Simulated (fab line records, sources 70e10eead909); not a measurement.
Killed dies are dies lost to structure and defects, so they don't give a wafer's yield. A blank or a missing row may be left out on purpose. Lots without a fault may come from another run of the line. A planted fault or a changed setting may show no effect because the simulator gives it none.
Chamber matching | flow nand_harc | NHARC_P_GATE_STRIP_108 on rie_diel-08: 4 sister chambers
The step strips in O2. 16 wafers are shown with their chamber, then 8 later ones without.

WAFERS WITH THEIR CHAMBER
wafer  | chamber | showerhead_plenum_p_Torr (Torr) | rf_vpp_V (V) | throttle_valve_pct (%)
L078.1 | 3       | 3.50                            | 59.6         | 17.036
L078.4 | 2       | 3.34                            | 55.1         | 17.029
L078.6 | 0       | 3.61                            | 59.0         | 17.026
L083.2 | 3       | 3.49                            | 59.4         | 17.040
L083.4 | 0       | 3.60                            | 58.1         | 17.036
L083.5 | 1       | 3.69                            | 58.8         | 17.034
L086.2 | 0       | 3.60                            | 58.3         | 17.046
L086.4 | 2       | 3.34                            | 57.1         | 17.040
L086.5 | 1       | 3.69                            | 57.7         | 17.034
L090.2 | 0       | 3.60                            | 58.0         | 17.045
L090.5 | 0       | 3.60                            | 57.2         | 17.021
L090.6 | 1       | 3.69                            | 58.3         | 17.025
L092.1 | 3       | 3.49                            | 57.3         | 17.042
L092.4 | 0       | 3.60                            | 59.1         | 17.020
L092.6 | 2       | 3.34                            | 57.1         | 17.030
L094.3 | 2       | 3.34                            | 57.4         | 17.028

SIGNATURES (means of the wafers above)
reading                  | chamber 0 | chamber 1 | chamber 2 | chamber 3 | scatter within a chamber
showerhead_plenum_p_Torr | 3.6017    | 3.6900    | 3.3400    | 3.4933    | 0.00354
rf_vpp_V                 | 58.283    | 58.267    | 56.675    | 58.767    | 0.899
throttle_valve_pct       | 17.03233  | 17.03100  | 17.03175  | 17.03933  | 0.0084
Rule: a wafer's distance from a chamber is the root of the sum, over the readings, of the square of ((its reading less the chamber's mean) divided by the reading's scatter). The wafer belongs to the nearest chamber; if the next one is less than 2 further off, it can't be placed. The scatter: the root of (the sum of the squares of (reading less its chamber's mean) over the shown wafers, divided by (wafers less chambers)).

WAFERS WITHOUT THEIR CHAMBER
wafer  | showerhead_plenum_p_Torr (Torr) | rf_vpp_V (V) | throttle_valve_pct (%)
L094.4 | 3.68                            | 57.2         | 17.044
L094.6 | 3.34                            | 58.2         | 17.026
L095.1 | 3.34                            | 57.6         | 17.037
L095.4 | 3.49                            | 57.3         | 17.031
L095.5 | 3.49                            | 57.2         | 17.032
L097.3 | 3.68                            | 56.5         | 17.039
L097.4 | 3.60                            | 57.6         | 17.039
L097.6 | 3.49                            | 59.0         | 17.035

WHICH CHAMBER EACH WENT THROUGH
wafer  | from the rows above | in truth
L094.4 | 1                   | 1
L094.6 | 2                   | 2
L095.1 | 2                   | 2
L095.4 | 3                   | 3
L095.5 | 3                   | 3
L097.3 | 1                   | 1
L097.4 | 0                   | 0
L097.6 | 3                   | 3
Placed correctly: 8 of 8. Can't be placed from these rows: 0. Placed wrongly: 0.
